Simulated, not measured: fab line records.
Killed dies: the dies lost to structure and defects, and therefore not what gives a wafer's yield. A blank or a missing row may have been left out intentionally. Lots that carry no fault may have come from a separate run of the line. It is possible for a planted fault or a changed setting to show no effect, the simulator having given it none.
fab line records	flow n5_finfet
record lots=7	wafers=21
route steps=1938 shown BEOL_M12@1653 BEOL_M13@1696 BEOL_M15@1773
start_h: the number of hours between the record's first day and the start of the first shown wafer of the lot	wait_h: hours since the lot's step before	" same as the row above	L1.1+2: several wafers, shown together as one row	- either no value or no given start	* or withheld: withheld	< > ~ a bound
route shown NAME@n: names a module that has steps shown in the file, with the first one's number in the route	usual: the fault-free wafers' mean and standard deviation	same: alike in all rows	chamber/n: place in a boat	sites: the reading at each site	_std_site: standard deviation across them	_edge_site: the outer-site mean with the inner-site mean subtracted	radius_mm: for every site, how far away it sits from the centre of the wafer	mask NAME#n: copy n	behind: the tool/chamber that last shaped the wafer	hold: the reason the lot was held/the length of the hold in hours/how it ended	device: the transistor (n, p or np) that didn't switch	end of line: the route-end tests of the same wafers	step lacking rows: just its recipe	killed: count of dies lost to structure and defects at first sort (not the wafer's yield)	map: shows each die of a wafer: x if killed, . if not, _ if none is there
set.NAME: setting as actually run; set.NAME@STEP: the setting as run at that earlier step	model.NAME: the simulator's own value behind a step, which no gauge read
lots whose settings were changed on purpose; a table a step, a row a wafer
## steps
# step N5_BEOL_M12_CMP_49
# recipe stop_on=SiOC	t_overpolish_s=20.6	down_force_psi=1	platen_rpm=50	clearing_platen_down_force_psi=1.5	clearing_platen_rpm=50	post_cmp_clean=cu_alkaline	target_thk_nm=320	clearing_platen_pad_velocity_m_s=0.99484	pad_velocity_m_s=0.99484
# usual barrier_field_endpoint_s=30.3/0.76
lot.wafer	tool	chamber	start_h	wait_h	set.down_force_psi	barrier_field_endpoint_s
L079.3	cmp-02	3	305.05	0.2	0.9	33.0
L079.4	"	2	"	"	1	29.9
L079.5	"	3	"	"	0.9	33.0
L087.4	cmp-02	3	339.03	0.2	1	30.4
L087.2	"	1	"	"	1.205	24.4
L087.5	"	3	"	"	1.205	25.4
L089.2	cmp-02	1	347.47	0.3	1	27.3
L089.6	"	0	"	"	1	28.4
L089.5	"	1	"	"	1	29.8
L091.1	cmp-02	2	362.05	0.3	1	31.6
L091.4	"	1	"	"	1	30.5
L091.6	"	3	"	"	1	31.1
L093.2	cmp-04	0	366.46	0.3	1	29.2
L093.6	"	2	"	"	1	29.7
L093.5	"	3	"	"	0.8301	36.7
L094.4	cmp-04	3	372.52	0.1	1	28.8
L094.3	"	0	"	"	1	28.4
L094.5	"	3	"	"	1	29.5
L097.3	cmp-04	1	395.12	0.3	1	30.1
L097.1	"	2	"	"	0.7771	38.4
L097.5	"	0	"	"	1	30.4
# step N5_BEOL_M13_TRENCH_ETCH_34
# recipe chemistry=C4F8/O2/Ar	target=SiOC	target_depth_a=4134.7	mask_material=SOC	pressure_mtorr=30	source_w=3000	bias_w=700	Ar_flow_sccm=400	C4F8_flow_sccm=15	O2_flow_sccm=8	he_inner_torr=15	he_outer_torr=30	time_s=162.6	ion_energy_ev=250
lot.wafer	tool	chamber	start_h	wait_h	set.time_s	model.etch.depth_nm
L079.3	rie_diel-04	1	307.82	0.0	142.8	351.8
L079.4	"	0	"	"	162.6	406.6
L079.5	"	3	"	"	162.6	406.7
L087.2	rie_diel-03	2	342.04	0.0	162.6	415.6
L087.4	"	0	"	"	131.1	339.1
L087.5	"	1	"	"	162.6	403.6
L089.2	rie_diel-06	1	349.81	0.0	141.1	346.2
L089.5	"	0	"	"	162.6	401.6
L089.6	"	1	"	"	162.6	403
L091.1	rie_diel-04	0	364.55	0.0	162.6	406.6
L091.4	"	3	"	"	162.6	406.1
L091.6	"	2	"	"	139.2	361.7
L093.2	rie_diel-04	1	368.99	0.0	147.8	366.5
L093.5	"	1	"	"	162.6	404.5
L093.6	"	2	"	"	162.6	418.7
L094.3	rie_diel-06	2	375.02	0.0	162.6	410.4
L094.4	"	2	"	"	162.6	409.4
L094.5	"	0	"	"	162.6	406.4
L097.1	rie_diel-04	3	397.69	0.0	183.6	456.2
L097.3	"	0	"	"	162.6	405.2
L097.5	"	3	"	"	183.6	456
# step N5_BEOL_M13_STRIP_70
# recipe chemistry=C4F8/O2/Ar	resist=SiARC	rf_frequency_hz=6e+07
# step N5_BEOL_M13_OCD_MEAS_35
# usual trench_depth_nm=410/6.7
lot.wafer	tool	chamber	start_h	wait_h	set.time_s@BEOL_M13_TRENCH_ETCH_34	trench_depth_nm
L079.3	ocd-02	-	307.99	0.0	142.8	352
L079.4	"	-	"	"	162.6	407
L079.5	"	-	"	"	162.6	407
L087.2	ocd-01	-	342.22	0.0	162.6	415
L087.4	"	-	"	"	131.1	339
L087.5	"	-	"	"	162.6	404
L089.2	ocd-02	-	349.98	0.0	141.1	346
L089.5	"	-	"	"	162.6	401
L089.6	"	-	"	"	162.6	403
L091.1	ocd-02	-	364.72	0.0	162.6	407
L091.4	"	-	"	"	162.6	406
L091.6	"	-	"	"	139.2	362
L093.2	ocd-01	-	369.16	0.0	147.8	367
L093.5	"	-	"	"	162.6	405
L093.6	"	-	"	"	162.6	419
L094.3	ocd-02	-	375.19	0.0	162.6	411
L094.4	"	-	"	"	162.6	409
L094.5	"	-	"	"	162.6	406
L097.1	ocd-02	-	397.86	0.0	183.6	457
L097.3	"	-	"	"	162.6	405
L097.5	"	-	"	"	183.6	456
# step N5_BEOL_M13_STRIP_37
# recipe chemistry=N2/H2	power_w=1000	temp_c=250	h2_frac=0.65	overash_fraction=0.3	pressure_mtorr=withheld	n2_flow_sccm=1750	h2_flow_sccm=3250
# step N5_BEOL_M13_ETCH_38
# recipe chemistry=CF4/N2	target=SiCN	target_depth_a=675	taper_deg=2	time_s=71.9	ion_energy_ev=150	mask_material=SiO2	pressure_mtorr=40	source_w=430	bias_w=70	Ar_flow_sccm=100	cf4_flow_sccm=60	n2_flow_sccm=60
# step N5_BEOL_M13_ECD_47
# recipe material=Cu	target_thk_a=9360
# step N5_BEOL_M13_ANNEAL_48
# recipe temp_c=225	time_s=90	ambient=N2
# step N5_BEOL_M13_CMP_49
# recipe stop_on=SiOC	t_overpolish_s=17.1	down_force_psi=1	platen_rpm=50	clearing_platen_down_force_psi=1.5	clearing_platen_rpm=50	post_cmp_clean=cu_alkaline	target_thk_nm=420	clearing_platen_pad_velocity_m_s=0.99484	pad_velocity_m_s=0.99484
lot.wafer	tool	chamber	start_h	wait_h	set.time_s@BEOL_M13_TRENCH_ETCH_34	model.Cu_of_BEOL_M13_ECD_47.thk_nm
L079.3	cmp-03	1	313.28	0.2	142.8	357.2
L079.4	"	2	"	"	162.6	414.4
L079.5	"	1	"	"	162.6	413.4
L087.4	cmp-01	0	344.20	0.2	131.1	347.4
L087.2	"	2	"	"	162.6	421.2
L087.5	"	0	"	"	162.6	409.8
L089.2	cmp-02	0	351.85	0.2	141.1	353
L089.6	"	0	"	"	162.6	409.8
L089.5	"	1	"	"	162.6	407.4
L091.1	cmp-01	2	370.47	0.3	162.6	413.8
L091.4	"	3	"	"	162.6	414.4
L091.6	"	0	"	"	139.2	368.8
L093.2	cmp-03	0	370.83	0.3	147.8	373.8
L093.6	"	1	"	"	162.6	425.2
L093.5	"	2	"	"	162.6	411.2
L094.3+4	cmp-03	1,2	376.89	0.2	162.6	416.4
L094.5	"	1	"	"	162.6	412.4
L097.1	cmp-02	3	399.87	0.3	183.6	462.4
L097.3	"	0	"	"	162.6	412.2
L097.5	"	2	"	"	183.6	461.2
# step N5_BEOL_M13_THK_MEAS_50
# recipe thk_meas_gauge=xrf	reads=Cu_of_BEOL_M13_ECD_47
# usual M13_THK=423/7.4
lot.wafer	tool	chamber	start_h	wait_h	set.time_s@BEOL_M13_TRENCH_ETCH_34	M13_THK[nm]
L079.3	film_metro-01	-	313.57	-	142.8	361
L079.4	"	-	"	"	162.6	420
L079.5	"	-	"	"	162.6	419
L087.2	film_metro-02	-	344.46	-	162.6	427
L087.4	"	-	"	"	131.1	351
L087.5	"	-	"	"	162.6	416
L089.2	film_metro-02	-	352.14	-	141.1	361
L089.5	"	-	"	"	162.6	417
L089.6	"	-	"	"	162.6	420
L091.1	film_metro-02	-	370.69	-	162.6	420
L091.4	"	-	"	"	162.6	424
L091.6	"	-	"	"	139.2	376
L093.2	film_metro-01	-	371.01	-	147.8	384
L093.5	"	-	"	"	162.6	423
L093.6	"	-	"	"	162.6	437
L094.3	film_metro-01	-	377.18	-	162.6	426
L094.4	"	-	"	"	162.6	425
L094.5	"	-	"	"	162.6	422
L097.1	film_metro-01	-	400.12	-	183.6	470
L097.3	"	-	"	"	162.6	417
L097.5	"	-	"	"	183.6	468
# step N5_BEOL_M13_PRE_CLEAN_52
# recipe gas=NH3	time_s=15	temp_c=withheld	rf_power_w=300
# step N5_BEOL_M13_DEP_53
# recipe material=SiCN	target_thk_a=500	temp_c=withheld	precursor=3MS/NH3	pressure_torr=3	rf_w=675	time_s=17.8
# step N5_BEOL_M13_RS_MEAS_54
# recipe thk_meas_gauge=four-point-probe	reads=Cu_of_BEOL_M13_ECD_47+Ta_of_BEOL_M13_SPUTTER_44+TaN_of_BEOL_M13_SPUTTER_43
# usual M13_RS=0.0454/0.00076
lot.wafer	tool	chamber	start_h	wait_h	set.time_s@BEOL_M13_TRENCH_ETCH_34	M13_RS[ohm/sq]
L079.3	film_metro-01	-	313.70	0.1	142.8	0.0531
L079.4	"	-	"	"	162.6	0.0456
L079.5	"	-	"	"	162.6	0.0457
L087.2	film_metro-01	-	344.59	0.1	162.6	0.0449
L087.4	"	-	"	"	131.1	0.0546
L087.5	"	-	"	"	162.6	0.0461
L089.2	film_metro-01	-	352.27	0.1	141.1	0.0539
L089.5	"	-	"	"	162.6	0.0464
L089.6	"	-	"	"	162.6	0.0460
L091.1	film_metro-01	-	370.82	0.0	162.6	0.0455
L091.4	"	-	"	"	162.6	0.0455
L091.6	"	-	"	"	139.2	0.0513
L093.2	film_metro-02	-	371.14	0.1	147.8	0.0507
L093.5	"	-	"	"	162.6	0.0460
L093.6	"	-	"	"	162.6	0.0444
L094.3	film_metro-01	-	377.34	0.1	162.6	0.0452
L094.4	"	-	"	"	162.6	0.0453
L094.5	"	-	"	"	162.6	0.0457
L097.1	film_metro-02	-	400.25	0.0	183.6	0.0407
L097.3	"	-	"	"	162.6	0.0459
L097.5	"	-	"	"	183.6	0.0409
# step N5_BEOL_M15_ILD_DEP_00
# recipe material=SiO2	target_thk_a=16293	temp_c=400	precursor=TEOS/O2	pressure_torr=6.5	rf_w=900	teos_flow_sccm=161.4	gas=O2	flow_sccm=2650	time_s=346.1
lot.wafer	tool	chamber	start_h	wait_h	set.time_s	model.SiO2_of_BEOL_M15_ILD_DEP_00.thk_nm
L079.3	pecvd-01	0	318.62	0.0	346.1	1627
L079.4	"	1	"	"	371.1	1761
L079.5	"	0	"	"	371.1	1781
L087.2	pecvd-03	0	349.69	0.0	346.1	1630
L087.4	"	2	"	"	346.1	1655
L087.5	"	1	"	"	314.4	1514
L089.2	pecvd-01	2	357.07	0.0	346.1	1610
L089.5	"	0	"	"	371.6	1754
L089.6	"	1	"	"	346.1	1617
L091.1	pecvd-03	1	376.38	0.0	315.7	1482
L091.4	"	1	"	"	346.1	1645
L091.6	"	2	"	"	315.7	1492
L093.2	pecvd-01	1	376.64	0.0	296.8	1370
L093.5	"	2	"	"	346.1	1617
L093.6	"	1	"	"	296.8	1391
L094.3	pecvd-03	2	382.28	0.0	346.1	1582
L094.4	"	0	"	"	346.1	1637
L094.5	"	2	"	"	346.1	1597
L097.1	pecvd-03	1	406.54	0.0	368.3	1691
L097.3	"	2	"	"	368.3	1690
L097.5	"	1	"	"	346.1	1615
# step N5_BEOL_M15_THK_MEAS_01
# recipe reads=SiO2_of_BEOL_M15_ILD_DEP_00
# usual M15_ILD_THK=1628/20
lot.wafer	tool	chamber	start_h	wait_h	set.time_s@BEOL_M15_ILD_DEP_00	M15_ILD_THK[nm]
L079.3	film_metro-02	-	318.87	0.1	346.1	1628
L079.4	"	-	"	"	371.1	1762
L079.5	"	-	"	"	371.1	1782
L087.2	film_metro-01	-	349.94	0.1	346.1	1630
L087.4	"	-	"	"	346.1	1654
L087.5	"	-	"	"	314.4	1515
L089.2	film_metro-02	-	357.32	0.1	346.1	1610
L089.5	"	-	"	"	371.6	1754
L089.6	"	-	"	"	346.1	1616
L091.1	film_metro-01	-	376.73	0.2	315.7	1483
L091.4	"	-	"	"	346.1	1646
L091.6	"	-	"	"	315.7	1492
L093.2	film_metro-01	-	376.89	0.1	296.8	1370
L093.5	"	-	"	"	346.1	1617
L093.6	"	-	"	"	296.8	1390
L094.3	film_metro-01	-	382.53	0.1	346.1	1582
L094.4	"	-	"	"	346.1	1636
L094.5	"	-	"	"	346.1	1599
L097.1	film_metro-02	-	406.79	0.1	368.3	1690
L097.3	"	-	"	"	368.3	1691
L097.5	"	-	"	"	346.1	1614
# step N5_BEOL_M15_COAT_04
# recipe spin_rpm=1704	resist_thk_nm=800
lot.wafer	tool	chamber	start_h	wait_h	set.spin_rpm	model.coat_of_BEOL_M15_COAT_04.thk_nm
L079.3	litho_track-01	0	-	-	1704	801.8
L079.4	"	0	"	"	1704	804.4
L079.5	"	0	"	"	1861	768
L087.2	litho_track-05	0	-	-	1547	838.6
L087.4	"	0	"	"	1547	837.6
L087.5	"	0	"	"	1704	797.4
L089.2	litho_track-05	0	-	-	1599	828.2
L089.5	"	0	"	"	1704	800.2
L089.6	"	0	"	"	1599	828.6
L091.1	litho_track-01	0	-	-	1704	800.4
L091.4	"	0	"	"	1704	800
L091.6	"	0	"	"	1649	811.8
L093.2	litho_track-05	0	-	-	1704	803
L093.5	"	0	"	"	1704	800.4
L093.6	"	0	"	"	1704	801.8
L094.3	litho_track-05	0	-	-	1704	795.2
L094.4	"	0	"	"	1704	795
L094.5	"	0	"	"	1704	796
L097.1	litho_track-05	0	-	-	1624	820.6
L097.3	"	0	"	"	1704	799
L097.5	"	0	"	"	1704	800.4
# step N5_BEOL_M15_EBR_06
# recipe solvent=PGMEA	ebr_width_mm=1.5
# step N5_BEOL_M15_SOFTBAKE_05
# recipe temp_c=130	time_s=60
# step N5_BEOL_M15_DESCUM_15
# recipe chemistry=O2	time_s=7.9	source_power_w=50	bias_power_w=20	pressure_mtorr=20	rf_frequency_hz=2.712e+07	temp_c=40	o2_flow_sccm=225
# step N5_BEOL_M15_ETCH_59
# recipe chemistry=N2/H2	target=BARC	target_depth_a=890	overetch_a=267	time_s=67.9	ion_energy_ev=200	pressure_mtorr=30	source_w=840	bias_w=150	n2_flow_sccm=200	h2_flow_sccm=200
lot.wafer	tool	chamber	start_h	wait_h	set.spin_rpm@BEOL_M15_COAT_04	model.coat_of_BEOL_M15_COAT_04.thk_nm
L079.3	rie_diel-03	0	319.42	0.0	1704	718.6
L079.4	"	1	"	"	1704	726.2
L079.5	"	2	"	"	1861	683.8
L087.2	rie_diel-06	0	350.37	0.0	1547	756.2
L087.4	"	2	"	"	1547	753.8
L087.5	"	0	"	"	1704	715
L089.2	rie_diel-06	0	357.87	0.0	1599	746
L089.5	"	2	"	"	1704	716.8
L089.6	"	1	"	"	1599	750.6
L091.1	rie_diel-04	0	377.66	0.0	1704	720.4
L091.4	"	3	"	"	1704	719.2
L091.6	"	1	"	"	1649	731.6
L093.2	rie_diel-03	2	377.83	0.0	1704	717.4
L093.5	"	0	"	"	1704	716.4
L093.6	"	3	"	"	1704	721.2
L094.3	rie_diel-03	3	382.96	0.0	1704	715.4
L094.4	"	0	"	"	1704	711.2
L094.5	"	1	"	"	1704	716
L097.1	rie_diel-04	1	407.22	0.0	1624	740.8
L097.3	"	0	"	"	1704	718.4
L097.5	"	0	"	"	1704	720
# step N5_BEOL_M15_VIA_ETCH_16
# recipe chemistry=C4F8/O2/Ar	target=SiO2	he_inner_torr=15	he_outer_torr=30	target_depth_a=17922	time_s=withheld	ion_energy_ev=800	pressure_mtorr=20	source_w=1905	bias_w=2040	Ar_flow_sccm=400	C4F8_flow_sccm=16	O2_flow_sccm=12	ends=cleared
lot.wafer	tool	chamber	start_h	wait_h	set.time_s@BEOL_M15_ILD_DEP_00	model.etch.depth_nm
L079.3	rie_diel-03	0	319.47	0.0	*	1627
L079.4	"	1	"	"	*	1761
L079.5	"	2	"	"	*	1781
L087.2	rie_diel-06	0	350.42	0.0	*	1630
L087.4	"	2	"	"	*	1655
L087.5	"	0	"	"	*	1514
L089.2	rie_diel-06	0	357.93	0.0	*	1610
L089.5	"	2	"	"	*	1754
L089.6	"	1	"	"	*	1617
L091.1	rie_diel-04	0	377.71	0.0	*	1482
L091.4	"	3	"	"	*	1645
L091.6	"	1	"	"	*	1492
L093.2	rie_diel-03	2	377.88	0.0	*	1370
L093.5	"	0	"	"	*	1617
L093.6	"	3	"	"	*	1391
L094.3	rie_diel-03	3	383.01	0.0	*	1582
L094.4	"	0	"	"	*	1637
L094.5	"	1	"	"	*	1597
L097.1	rie_diel-04	1	407.27	0.0	*	1691
L097.3	"	0	"	"	*	1690
L097.5	"	0	"	"	*	1615
# step N5_BEOL_M15_STRIP_63
# recipe chemistry=O2	power_w=600	temp_c=60	pressure_mtorr=30	rf_frequency_hz=6e+07	bias_power_w=0	overash_fraction=0.3	o2_flow_sccm=225
# step N5_BEOL_M15_STRIP_64
# recipe chemistry=O2	power_w=600	temp_c=60	pressure_mtorr=30	rf_frequency_hz=6e+07	bias_power_w=0	overash_fraction=0.3	o2_flow_sccm=225
# step N5_BEOL_M15_STRIP_62
# recipe chemistry=O2	power_w=600	temp_c=60	pressure_mtorr=30	rf_frequency_hz=6e+07	bias_power_w=0	overash_fraction=0.3	o2_flow_sccm=225
# step N5_BEOL_M15_STRIP_37
# recipe chemistry=O2	power_w=600	temp_c=60	pressure_mtorr=30	rf_frequency_hz=6e+07	bias_power_w=0	overash_fraction=0.3	o2_flow_sccm=225
# step N5_BEOL_M15_ETCH_38
# recipe chemistry=CF4/N2	target=SiCN	target_depth_a=1064	taper_deg=2	time_s=120.5	ion_energy_ev=150	mask_material=SiO2	pressure_mtorr=40	source_w=430	bias_w=70	Ar_flow_sccm=100	cf4_flow_sccm=60	n2_flow_sccm=60
lot.wafer	tool	chamber	start_h	wait_h	set.time_s@BEOL_M15_ILD_DEP_00	model.SiO2_of_BEOL_M15_ILD_DEP_00.thk_nm
L079.3	rie_diel-04	1	-	-	346.1	1566
L079.4	"	0	"	"	371.1	1698
L079.5	"	3	"	"	371.1	1718
L087.2	rie_diel-04	0	-	-	346.1	1568
L087.4	"	1	"	"	346.1	1593
L087.5	"	0	"	"	314.4	1452
L089.2	rie_diel-06	1	-	-	346.1	1551
L089.5	"	1	"	"	371.6	1695
L089.6	"	0	"	"	346.1	1553
L091.1	rie_diel-04	3	-	-	315.7	1419
L091.4	"	1	"	"	346.1	1583
L091.6	"	0	"	"	315.7	1429
L093.2	rie_diel-03	1	-	-	296.8	1309
L093.5	"	2	"	"	346.1	1550
L093.6	"	1	"	"	296.8	1331
L094.3	rie_diel-04	2	-	-	346.1	1514
L094.4	"	3	"	"	346.1	1574
L094.5	"	0	"	"	346.1	1534
L097.1	rie_diel-06	0	-	-	368.3	1624
L097.3	"	2	"	"	368.3	1625
L097.5	"	2	"	"	346.1	1549
## key
split step=N5_BEOL_M12_CMP_49	setting=down_force_psi	stated=1	by=wafer
response step=N5_BEOL_M12_CMP_49	reading=barrier_field_endpoint_s	change=-0.344	per=1%	r=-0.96
split step=N5_BEOL_M13_TRENCH_ETCH_34	setting=time_s	stated=162.6	by=wafer
response step=N5_BEOL_M13_TRENCH_ETCH_34	reading=model.etch.depth_nm	change=+3.89	per=1%	r=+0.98
response step=N5_BEOL_M13_OCD_MEAS_35	reading=trench_depth_nm	change=+3.89	per=1%	r=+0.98
response step=N5_BEOL_M13_CMP_49	reading=model.Cu_of_BEOL_M13_ECD_47.thk_nm	change=+3.84	per=1%	r=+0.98
response step=N5_BEOL_M13_THK_MEAS_50	reading=M13_THK	change=+3.98	per=1%	r=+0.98
response step=N5_BEOL_M13_RS_MEAS_54	reading=M13_RS	change=-0.000492	per=1%	r=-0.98
split step=N5_BEOL_M15_ILD_DEP_00	setting=time_s	stated=346.1	by=wafer
response step=N5_BEOL_M15_ILD_DEP_00	reading=model.SiO2_of_BEOL_M15_ILD_DEP_00.thk_nm	change=+16.6	per=1%	r=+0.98
response step=N5_BEOL_M15_THK_MEAS_01	reading=M15_ILD_THK	change=+16.6	per=1%	r=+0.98
response step=N5_BEOL_M15_VIA_ETCH_16	reading=model.etch.depth_nm	change=+16.6	per=1%	r=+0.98
response step=N5_BEOL_M15_ETCH_38	reading=model.SiO2_of_BEOL_M15_ILD_DEP_00.thk_nm	change=+16.5	per=1%	r=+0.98
split step=N5_BEOL_M15_COAT_04	setting=spin_rpm	stated=1704	by=wafer
response step=N5_BEOL_M15_COAT_04	reading=model.coat_of_BEOL_M15_COAT_04.thk_nm	change=-4.2	per=1%	r=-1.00
response step=N5_BEOL_M15_ETCH_59	reading=model.coat_of_BEOL_M15_COAT_04.thk_nm	change=-4.4	per=1%	r=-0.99
